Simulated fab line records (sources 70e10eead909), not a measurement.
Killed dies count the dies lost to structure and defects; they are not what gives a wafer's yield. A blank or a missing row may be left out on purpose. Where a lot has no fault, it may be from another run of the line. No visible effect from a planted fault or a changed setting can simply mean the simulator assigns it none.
Chamber matching || flow nand_harc || 4 sister chambers for NHARC_A_STAIRCASE_CMP_472 on cmp-03
The step polishes SiO2. 8 wafers are shown with their chamber, then 12 later ones without.

== EACH WAFER AND ITS CHAMBER ==
{"wafer": "L081.6", "chamber": 1, "motor_current_A (A)": 10.6}
{"wafer": "L081.5", "chamber": 0, "motor_current_A (A)": 11.6}
{"wafer": "L087.3", "chamber": 2, "motor_current_A (A)": 11.3}
{"wafer": "L087.5", "chamber": 1, "motor_current_A (A)": 11.6}
{"wafer": "L087.6", "chamber": 2, "motor_current_A (A)": 11.1}
{"wafer": "L088.1", "chamber": 3, "motor_current_A (A)": 11.7}
{"wafer": "L088.5", "chamber": 0, "motor_current_A (A)": 11.2}
{"wafer": "L088.6", "chamber": 3, "motor_current_A (A)": 11.7}

== WAFERS WITH NO CHAMBER GIVEN ==
{"wafer": "L090.1", "motor_current_A (A)": 11.4}
{"wafer": "L090.2", "motor_current_A (A)": 11.1}
{"wafer": "L090.5", "motor_current_A (A)": 11.6}
{"wafer": "L091.2", "motor_current_A (A)": 11.3}
{"wafer": "L091.3", "motor_current_A (A)": 11.6}
{"wafer": "L091.5", "motor_current_A (A)": 11.1}
{"wafer": "L096.2", "motor_current_A (A)": 11.2}
{"wafer": "L096.3", "motor_current_A (A)": 12.1}
{"wafer": "L096.6", "motor_current_A (A)": 11.2}
{"wafer": "L097.3", "motor_current_A (A)": 11.6}
{"wafer": "L097.5", "motor_current_A (A)": 11.7}
{"wafer": "L097.6", "motor_current_A (A)": 11.9}

== CHAMBER TAKEN BY EACH ==
{"wafer": "L090.1", "from the rows above": "can't be placed: 0 or 2 or 3 or 1", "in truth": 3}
{"wafer": "L090.2", "from the rows above": "can't be placed: 1 or 2 or 0 or 3", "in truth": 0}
{"wafer": "L090.5", "from the rows above": "can't be placed: 3 or 0 or 2 or 1", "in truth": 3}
{"wafer": "L091.2", "from the rows above": "can't be placed: 0 or 2 or 1 or 3", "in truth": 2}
{"wafer": "L091.3", "from the rows above": "can't be placed: 3 or 0 or 2 or 1", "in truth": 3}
{"wafer": "L091.5", "from the rows above": "can't be placed: 1 or 2 or 0 or 3", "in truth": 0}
{"wafer": "L096.2", "from the rows above": "can't be placed: 2 or 1 or 0 or 3", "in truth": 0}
{"wafer": "L096.3", "from the rows above": "can't be placed: 3 or 0 or 2 or 1", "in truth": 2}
{"wafer": "L096.6", "from the rows above": "can't be placed: 2 or 1 or 0 or 3", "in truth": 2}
{"wafer": "L097.3", "from the rows above": "can't be placed: 3 or 0 or 2 or 1", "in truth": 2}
{"wafer": "L097.5", "from the rows above": "can't be placed: 3 or 0 or 2 or 1", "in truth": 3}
{"wafer": "L097.6", "from the rows above": "can't be placed: 3 or 0 or 2 or 1", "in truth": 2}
Placed correctly: 0 of 12. Not placeable from these rows: 12 (in 12, the candidates include the true chamber). Wrongly placed: 0.
How it was worked out, from the rows above alone: a wafer's distance from a chamber is the root of the sum, over the readings, of the square of ((its reading less the chamber's mean) divided by the reading's scatter). The wafer belongs to the nearest chamber; if the next one is less than 2 further off, it can't be placed. The mean given for a chamber averages the wafers shown for that chamber. The scatter: take each reading less its chamber's mean, square it, sum over the shown wafers, divide by the number of wafers less the number of chambers, and take the root.
